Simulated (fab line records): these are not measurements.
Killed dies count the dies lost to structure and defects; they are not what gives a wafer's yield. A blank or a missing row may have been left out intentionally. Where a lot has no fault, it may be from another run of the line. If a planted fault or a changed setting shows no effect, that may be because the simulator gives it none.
A lot that was struck, set against a sound lot ; flow nand-harc ; 17 steps out of a route of 1302
Sound: these wafers, L862.3, L862.4, L862.6. Wafers struck: L871.3, L871.5, L871.6. The cause is named last.
Each step with rows lists, per side, the tool, then ch with its chambers, then its first start. Under that, the readings that differ: sound wafers ; struck wafers ; difference of the means ; sigmas: that difference in standard deviations of wafers without a fault.
alike: same words and numbers on both sides, and readings whose means sit less than 2 such deviations apart. not compared: any withheld reading, any reading some wafer has no value for, any bound like >300 that may hide the same value, and any number with overlapping values for which the record gives no deviation.
Wherever a step has rows on one side only, a row that says differs or no value, or a row with sigmas, the two part there. Numbers that don't overlap but have no deviation are shown without sigmas and don't part them. Lack of a reading on every wafer of one side parts them only where that side has two or more wafers.

first, 2 steps without rows for these wafers: NHARC_P_STI_SRD_39; NHARC_P_STI_OXIDE_40 (material SiO2, target thk 10 nm, ox time 1362 s).
NHARC_P_STI_INSPECT_25:
  sound on defect-inspect-01, day 4 03:01; struck on defect-inspect-01, day 8 02:23
  alike: raw-defect-count
then, 9 steps without rows for these wafers: NHARC_P_GATE_ETCH_69 (etches SiO2 in dHF, target depth 14 nm); NHARC_P_GATE_PRECLEAN_70 (cleans in SC1); NHARC_P_GATE_SRD_01; NHARC_P_GATE_OXIDE_02 (material SiO2, target thk 37.5 nm, ox time 365 s); NHARC_P_GATE_DEHYDRATE_03 (time 120 s); NHARC_P_GATE_HMDS_04 (time 30 s); NHARC_P_GATE_COAT_05; NHARC_P_GATE_SOFTBAKE_06 (time 95 s); NHARC_P_GATE_EBR_07.
NHARC_P_GATE_EXPOSE_08: exposes mask P HV.
  sound on krf-scanner-03 ch 0, day 4 11:39; struck on krf-scanner-01 ch 0, day 8 10:52
reading;sound;struck;difference;sigmas
mask;P_HV#0 P_HV#0 P_HV#0;P_PSD#0 P_PSD#0 P_PSD#0;differs;
then, 2 steps without rows for these wafers: NHARC_P_GATE_PEB_09 (peb time 85 s); NHARC_P_GATE_DEVELOP_10 (time 70 s).
NHARC_P_GATE_CD_MEAS_11: target cd 1640 nm.
  sound on cd-sem-03 ch 0, day 4 11:48; struck on cd-sem-01 ch 0, day 8 11:01
reading;sound;struck;difference;sigmas
cd-nm (nm);1638.4 1638.8 1638.5;- - -;no value on the struck wafers;
then, 1 step without rows for these wafers: NHARC_P_GATE_HARDBAKE_12 (time 80 s).

WHERE THEY PART
Earliest at NHARC_P_GATE_EXPOSE_08; latest, in this record, at NHARC_P_GATE_CD_MEAS_11.

WHY: what had been put in by the simulator
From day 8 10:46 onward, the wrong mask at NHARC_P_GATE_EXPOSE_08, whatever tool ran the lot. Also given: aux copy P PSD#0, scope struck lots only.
